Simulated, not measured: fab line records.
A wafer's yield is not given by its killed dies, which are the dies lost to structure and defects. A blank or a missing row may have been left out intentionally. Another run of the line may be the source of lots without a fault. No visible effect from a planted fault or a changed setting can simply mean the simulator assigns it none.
What tool caused it?	flow n5 finfet	12 lots, 36 wafers sampled, at 6 steps of a route of 1938

WHAT EACH GAUGE READ, for each wafer
N5_BEOL_M12_CD_MEAS_17: target cd 140 nm.
lot	measured	on	cd nm (nm)
L075	day 12 03:38	cd sem-03	140.1 136.8 140.3
L077	day 12 12:10	cd sem-03	139.5 137.5 138.8
L079	day 13 02:54	cd sem-01	143.0 140.5 141.1
L081	day 13 13:05	cd sem-02	138.8 140.4 138.8
L085	day 14 12:52	cd sem-01	139.4 141.4 142.0
L086	day 14 15:07	cd sem-02	140.1 142.4 140.8
L087	day 15 14:52	cd sem-01	140.9 141.2 141.5
L091	day 16 07:32	cd sem-02	139.4 136.7 139.3
L090	day 16 07:57	cd sem-03	136.5 141.5 141.6
L092	day 16 19:12	cd sem-02	138.0 139.6 140.9
L096	day 17 19:00	cd sem-03	141.9 140.9 142.4
L097	day 17 23:45	cd sem-02	138.4 140.0 139.7

WHAT TOOL EACH LOT RAN ON (gives the tool, then ch and the chambers of the sampled wafers, and finally the start)
lot	N5_BEOL_M10_ALD_74	N5_BEOL_M11_ILD_DEP_00	N5_BEOL_M11_DESCUM_16	N5_BEOL_M11_STRIP_36	N5_BEOL_M11_SPUTTER_48
L075	ald metal-03 ch 0,1,2, day 11 17:34	pecvd-02 ch 0,1, day 11 19:50	rie diel-01 ch 0,1,2, day 11 21:31	rie diel-06 ch 0,1, day 11 23:46	pvd sputter-03, day 12 01:35
L077	ald metal-04 ch 2,3, day 12 01:21	pecvd-04 ch 0,1, day 12 03:31	rie diel-06 ch 0,3, day 12 06:46	rie diel-01 ch 0,1,2, day 12 08:41	pvd sputter-02, day 12 10:08
L079	ald metal-04 ch 0,2, day 12 14:35	pecvd-01 ch 0,1, day 12 17:16	rie diel-06 ch 0,2,3, day 12 20:01	rie diel-06 ch 1,2,3, day 12 22:28	pvd sputter-01, day 13 00:41
L081	ald metal-02 ch 1,2, day 12 23:18	pecvd-01 ch 0,1,2, day 13 00:55	rie diel-06 ch 0,1,3, day 13 05:05	rie diel-06 ch 1,2, day 13 07:23	pvd sputter-01, day 13 08:55
L085	ald metal-04 ch 1,2,3, day 13 22:50	pecvd-04 ch 0,1,2, day 14 02:13	rie diel-01 ch 0,1,3, day 14 05:38	rie diel-06 ch 0,3, day 14 08:55	pvd sputter-02, day 14 10:43
L086	ald metal-03 ch 2,3, day 14 02:32	pecvd-02 ch 0,1,2, day 14 06:32	rie diel-03 ch 0,1,3, day 14 09:22	rie diel-03 ch 1,2,3, day 14 10:55	pvd sputter-02, day 14 12:55
L087	ald metal-03 ch 0,1,3, day 14 18:53	pecvd-02 ch 0,1,2, day 14 20:58	rie diel-06 ch 0,2,3, day 15 00:07	rie diel-03 ch 0,1,3, day 15 01:40	pvd sputter-01, day 15 04:21
L091	ald metal-02 ch 1,2,3, day 15 20:59	pecvd-02 ch 0,1,2, day 15 22:31	rie diel-01 ch 0,2,3, day 16 01:05	rie diel-01 ch 0,1,3, day 16 03:51	pvd sputter-01, day 16 05:17
L090	ald metal-02 ch 0,1,3, day 15 21:40	pecvd-01 ch 1,2, day 15 23:17	rie diel-01 ch 1,2, day 16 01:37	rie diel-06 ch 0,1,2, day 16 04:01	pvd sputter-03, day 16 05:41
L092	ald metal-02 ch 0,1,2, day 16 06:35	pecvd-01 ch 0,2, day 16 08:05	rie diel-06 ch 0,2,3, day 16 11:12	rie diel-03 ch 0,1,3, day 16 13:51	pvd sputter-01, day 16 17:10
L096	ald metal-03 ch 0,2, day 17 06:49	pecvd-02 ch 1,2, day 17 08:42	rie diel-06 ch 0,1,3, day 17 11:52	rie diel-01 ch 2,3, day 17 13:48	pvd sputter-03, day 17 16:56
L097	ald metal-02 ch 0,1,2, day 17 10:16	pecvd-01 ch 0,1, day 17 13:12	rie diel-06 ch 0,2,3, day 17 16:57	rie diel-01 ch 0,3, day 17 19:04	pvd sputter-03, day 17 21:31
- N5_BEOL_M10_ALD_74: deposits TaN, target thk 2 nm, pulse time 2 s, purge time 3 s.
- N5_BEOL_M11_ILD_DEP_00: deposits SiCOH lowk from DEMS/porogen, target thk 308.51 nm, time 58 s.
- N5_BEOL_M11_DESCUM_16: chemistry O2, time 7.9 s.
- N5_BEOL_M11_STRIP_36: strips in N2/H2.
- N5_BEOL_M11_SPUTTER_48: material Cu, target thk 12 nm, time 2 s.

THE ANSWER, worked out from the rows above alone
Rule: the usual values come from the lots themselves. The widest of any qualifying gaps counts: lots, ordered by their means at a reading, are off when they make up no more than a third of the lots, leave a main group of 4 or more, and stand apart from it by 3 or more times the standard deviation of that group's means. A main group is skipped when, at the precision printed for the reading in the tables above, its means are all equal. Also off: a lot with no number at a reading for which 4 or more lots have one. Any other lot the step has rows for is counted as sound.
No lot is off on any of the readings shown, so nothing can be concluded from this.

WHAT THE SIMULATOR HAD INSERTED
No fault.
